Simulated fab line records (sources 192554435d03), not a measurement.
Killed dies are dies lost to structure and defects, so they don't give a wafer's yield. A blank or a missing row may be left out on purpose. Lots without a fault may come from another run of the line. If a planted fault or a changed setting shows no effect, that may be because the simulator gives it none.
Matching of chambers	flow n5Finfet	N5_FIN_SAQP_PECVD_47 on pecvd-02 has 3 sister chambers
The step deposits a-Si from SiH4/He, target thk 45 nm, time 36.3 s. 14 wafers are shown with their chamber, then 7 later ones without.

WAFERS WITH THEIR CHAMBER
wafer	chamber	showerheadPlenumPTorr (Torr)	throttleValvePct (%)	heaterPowerW (W)
L081.1	2	5.72	18.2	615
L081.2	0	5.72	18.6	706
L081.5	1	5.64	17.8	709
L083.2	0	5.72	18.6	816
L083.4	0	5.73	18.7	684
L083.6	1	5.64	18.2	716
L086.2	0	5.72	18.3	723
L086.3	1	5.63	18.1	743
L086.5	2	5.71	18.3	690
L088.2	1	5.64	17.8	783
L088.4	2	5.71	17.7	713
L088.5	1	5.64	17.5	787
L089.1	0	5.73	18.8	805
L089.5	2	5.71	18.1	705

SIGNATURES (averages over the wafers above)
reading	chamber 0	chamber 1	chamber 2	scatter within a chamber
showerheadPlenumPTorr	5.7240	5.6380	5.7125	0.005
throttleValvePct	18.600	17.880	18.075	0.244
heaterPowerW	746.80	747.60	680.75	48.3
Rule: for each reading, subtract the chamber's mean from the wafer's reading, divide by that reading's scatter and square the result; add these up over the readings and take the root, which gives the wafer's distance from the chamber. The wafer belongs to the nearest chamber; if the next one is less than 2 further off, it can't be placed. How the scatter is found: for the shown wafers, subtract from each reading the mean of its chamber, square and add these, divide the total by (wafers less chambers), then take the root.

WAFERS MISSING THEIR CHAMBER
wafer	showerheadPlenumPTorr (Torr)	throttleValvePct (%)	heaterPowerW (W)
L089.6	5.72	18.7	806
L093.1	5.70	18.2	722
L093.4	5.64	18.1	768
L093.6	5.71	18.7	769
L096.1	5.73	18.6	827
L096.4	5.70	18.1	671
L096.5	5.71	18.9	798

THE CHAMBER EACH PASSED THROUGH
wafer	from the rows above	in truth
L089.6	0	0
L093.1	2	2
L093.4	1	1
L093.6	can't be placed: 0 or 2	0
L096.1	0	0
L096.4	2	2
L096.5	can't be placed: 0 or 2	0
Correct placement for 5 of the 7. Can't be placed from these rows: 2 (the true chamber is among the candidates in 2). Wrongly placed: 0.
